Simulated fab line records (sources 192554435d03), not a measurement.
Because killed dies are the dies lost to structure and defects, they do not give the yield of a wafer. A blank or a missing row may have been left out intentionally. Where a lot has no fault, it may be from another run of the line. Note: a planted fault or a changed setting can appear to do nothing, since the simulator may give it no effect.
Chamber matching + flow n5_finfet + 3 sister chambers for N5_BEOL_M13_ILD_DEP_00 on pecvd-04
The step deposits SiOC from DEMS/O2, target thk 837.92 nm, time 166.4 s. 14 wafers are shown with their chamber, then 7 later ones without.

WAFERS WITH THEIR CHAMBER
| wafer  | chamber | showerhead_vpp_V (V) | heater_power_w (W) | throttle_valve_pct (%) |
|--------|---------|----------------------|--------------------|------------------------|
| L081.3 | 1       | 1367                 | 542                | 12.2                   |
| L081.5 | 2       | 1374                 | 339                | 11.8                   |
| L081.6 | 1       | 1385                 | 586                | 12.4                   |
| L087.1 | 0       | 1450                 | 477                | 12.5                   |
| L087.2 | 2       | 1359                 | 407                | 11.9                   |
| L087.3 | 1       | 1394                 | 600                | 12.1                   |
| L086.1 | 1       | 1376                 | 557                | 12.1                   |
| L086.2 | 2       | 1376                 | 385                | 11.8                   |
| L086.5 | 1       | 1372                 | 604                | 12.0                   |
| L089.1 | 2       | 1341                 | 422                | 11.6                   |
| L089.2 | 0       | 1440                 | 429                | 12.8                   |
| L089.4 | 1       | 1380                 | 620                | 12.2                   |
| L090.3 | 2       | 1334                 | 372                | 11.7                   |
| L090.5 | 2       | 1376                 | 402                | 12.0                   |

SIGNATURES (means of the wafers above)
| reading            | chamber 0 | chamber 1 | chamber 2 | scatter within a chamber |
|--------------------|-----------|-----------|-----------|--------------------------|
| showerhead_vpp_V   | 1445.00   | 1379.00   | 1360.00   | 14.3                     |
| heater_power_w     | 453.00    | 584.83    | 387.83    | 30.1                     |
| throttle_valve_pct | 12.650    | 12.167    | 11.800    | 0.147                    |
Rule: a wafer's distance from a chamber is the root of the sum, over the readings, of the square of ((its reading less the chamber's mean) divided by the reading's scatter). The wafer belongs to the nearest chamber; if the next one is less than 2 further off, it can't be placed. The scatter is the square root of a quotient: the sum, over the shown wafers, of each reading's squared deviation from its chamber's mean, divided by wafers minus chambers.

WAFERS WITH NO CHAMBER GIVEN
| wafer  | showerhead_vpp_V (V) | heater_power_w (W) | throttle_valve_pct (%) |
|--------|----------------------|--------------------|------------------------|
| L090.6 | 1378                 | 492                | 11.9                   |
| L095.1 | 1453                 | 503                | 12.2                   |
| L095.4 | 1357                 | 559                | 12.1                   |
| L095.5 | 1384                 | 591                | 11.9                   |
| L096.1 | 1447                 | 506                | 12.5                   |
| L096.2 | 1394                 | 512                | 12.1                   |
| L096.5 | 1457                 | 416                | 12.2                   |

WHICH CHAMBER EACH ONE RAN IN
| wafer  | from the rows above     | in truth |
|--------|-------------------------|----------|
| L090.6 | can't be placed: 1 or 2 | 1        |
| L095.1 | 0                       | 0        |
| L095.4 | 1                       | 1        |
| L095.5 | 1                       | 1        |
| L096.1 | 0                       | 0        |
| L096.2 | 1                       | 1        |
| L096.5 | 0                       | 0        |
Correct placement for 6 of the 7. Cannot be placed on the basis of these rows: 1; the candidates contain the true chamber in 1. Number placed wrongly: 0.
